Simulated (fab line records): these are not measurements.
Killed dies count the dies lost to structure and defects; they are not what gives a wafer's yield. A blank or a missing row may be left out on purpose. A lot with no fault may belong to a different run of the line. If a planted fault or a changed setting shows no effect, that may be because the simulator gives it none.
Chamber matching -- flow n5 finfet -- 3 sister chambers for N5_BEOL_M11_PECVD_70 on pecvd-03
The step deposits SiO2 from TEOS/O2, target thk 20 nm, time 22.7 s. 6 wafers are shown with their chamber, then 8 later ones without.

== WAFERS WITH THEIR CHAMBER ==
wafer,chamber,showerhead plenum p Torr (Torr),throttle valve pct (%)
L548.4,2,8.77,21.5
L555.6,1,8.69,21.5
L554.1,0,8.72,21.9
L554.2,2,8.78,21.5
L554.5,1,8.71,21.7
L561.1,0,8.71,22.0

== WAFERS MISSING THEIR CHAMBER ==
wafer,showerhead plenum p Torr (Torr),throttle valve pct (%)
L561.2,8.77,21.5
L561.6,8.78,21.5
L560.1,8.73,21.9
L560.2,8.70,21.7
L560.6,8.71,21.8
L563.1,8.78,21.5
L563.2,8.70,21.6
L563.4,8.72,21.8

== CHAMBER TAKEN BY EACH ==
wafer,from the rows above,in truth
L561.2,2,2
L561.6,2,2
L560.1,0,0
L560.2,1,1
L560.6,can't be placed: 0 or 1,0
L563.1,2,2
L563.2,1,1
L563.4,can't be placed: 0 or 1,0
Placed correctly: 6 of 8. Cannot be placed on the basis of these rows: 2; the candidates contain the true chamber in 2. Number placed wrongly: 0.
How it was worked out, from the rows above alone: a wafer's distance from a chamber is the root of the sum, over the readings, of the square of ((its reading less the chamber's mean) divided by the reading's scatter). If the next closest chamber is less than 2 further off than the closest, the wafer can't be placed; otherwise it belongs to the closest. A chamber's mean is the mean of its shown wafers. How the scatter is found: for the shown wafers, subtract from each reading the mean of its chamber, square and add these, divide the total by (wafers less chambers), then take the root.
